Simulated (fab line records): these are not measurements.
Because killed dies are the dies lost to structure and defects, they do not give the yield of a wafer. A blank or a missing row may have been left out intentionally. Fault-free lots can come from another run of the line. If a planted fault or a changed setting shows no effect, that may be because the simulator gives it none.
Comparing a struck lot with a sound one || flow n5 finfet || 36 out of 1938 route steps
Sound: the wafers L522.2, L522.3, L522.6. Wafers L528.2, L528.3, L528.4 were the ones struck. Last of all comes the cause.
At each step with rows: each side's tool, then ch and its chambers, then its first start. Under that, the readings that differ: sound wafers || struck wafers || difference of the means || sigmas: that difference in standard deviations of wafers without a fault.
alike: words and numbers the same on both sides, and readings whose means are apart by under 2 such deviations; not compared: readings that were withheld, readings missing a value for some wafer, numbers with overlapping values and no deviation given by the record, and bounds like >300 which may hide the same value.
The two part at a step that has a row with sigmas, a row that says differs or no value, or rows on one side only. Numbers that don't overlap but have no deviation are shown without sigmas and don't part them. A reading that every wafer of one side lacks parts them only if that side has two wafers or more.

first, 12 steps without rows for these wafers: N5_BEOL_M2_SPUTTER_81 (material Cu, target thk 4.5 nm, time 8.29 s); N5_BEOL_M2_ANNEAL_82 (time 240 s); N5_BEOL_M2_SPUTTER_86 (material Cu, target thk 4.5 nm, time 8.29 s); N5_BEOL_M2_ANNEAL_87 (time 240 s); N5_BEOL_M2_SPUTTER_88 (material Cu, target thk 4.5 nm, time 8.29 s); N5_BEOL_M2_ANNEAL_89 (time 240 s); N5_BEOL_M2_SPUTTER_90 (material Cu, target thk 4.5 nm, time 8.29 s); N5_BEOL_M2_ANNEAL_91 (time 240 s); N5_BEOL_M2_SPUTTER_92 (material Cu, target thk 4.5 nm, time 8.29 s); N5_BEOL_M2_ANNEAL_93 (time 240 s); N5_BEOL_M2_SPUTTER_94 (material Cu, target thk 4.5 nm, time 8.29 s); N5_BEOL_M2_ANNEAL_95 (time 240 s).
N5_BEOL_M2_SPUTTER_96: material Cu, target thk 4.5 nm, time 8.29 s.
  sound: pvd sputter-02 at day 8 16:16; struck: pvd sputter-03 at day 10 10:17
  alike: throttle valve pct
then, 22 steps without rows for these wafers: N5_BEOL_M2_ECD_50 (material Cu, target thk 300 nm); N5_BEOL_M2_ANNEAL_51 (time 90 s); N5_BEOL_M2_CMP_52 (polishes, stops on SiOC, t overpolish 6.8 s, target thk 40 nm); N5_BEOL_M2_PRE_CLEAN_60 (time 15 s); N5_BEOL_M2_CO_CAP_55 (material Co, precursor CCTBA/H2, target thk 2 nm, time 102.1 s); N5_BEOL_M2_PRE_CLEAN_56 (time 15 s); N5_BEOL_M2_DEP_57 (deposits SiCN from 3MS/NH3, target thk 8 nm, time 14 s); N5_BEOL_M3_ILD_DEP_00 (deposits SiOC from DEMS/O2, target thk 79 nm, time 15.3 s); N5_BEOL_M3_PECVD_72 (deposits SiO2 from TEOS/O2, target thk 16 nm, time 18 s); N5_BEOL_M3_HM_DEP_02 (deposits TiN, target thk 20 nm); N5_BEOL_M3_COAT_61 (time 60 s, resist thk 60 nm); N5_BEOL_M3_COAT_62 (time 60 s, resist thk 12 nm); N5_BEOL_M3_COAT_73 (time 60 s, resist thk 5 nm); N5_BEOL_M3_COAT_05 (resist thk 30 nm); N5_BEOL_M3_EBR_07; N5_BEOL_M3_SOFTBAKE_06 (time 60 s); N5_BEOL_M3_EXPOSE_08 (exposes mask M3); N5_BEOL_M3_PEB_09 (peb time 60 s); N5_BEOL_M3_DEVELOP_10 (develop time 30 s); N5_BEOL_M3_DESCUM_16 (chemistry O2, time 7 s); N5_BEOL_M3_ETCH_74 (etches underlayer in N2/H2, target depth 6.5 nm, time 5.2 s); N5_BEOL_M3_ETCH_63 (etches SiARC in CF4, target depth 15.6 nm, time 26 s).
-- the record jumps here: 5 days lie between the struck wafers' starts before and after (it left off in module BEOL_M3 and takes up again in module PASSIVATION, whose first step shown is number 1936 of the route) --
N5_PASSIVATION_PROBE_49:
  record: rows for the struck wafers here (prober-01, day 15 19:34), none for the sound ones

WHERE THEY PART
At N5_PASSIVATION_PROBE_49 and nowhere else, as far as this record goes.

WHY: what the simulator had put in
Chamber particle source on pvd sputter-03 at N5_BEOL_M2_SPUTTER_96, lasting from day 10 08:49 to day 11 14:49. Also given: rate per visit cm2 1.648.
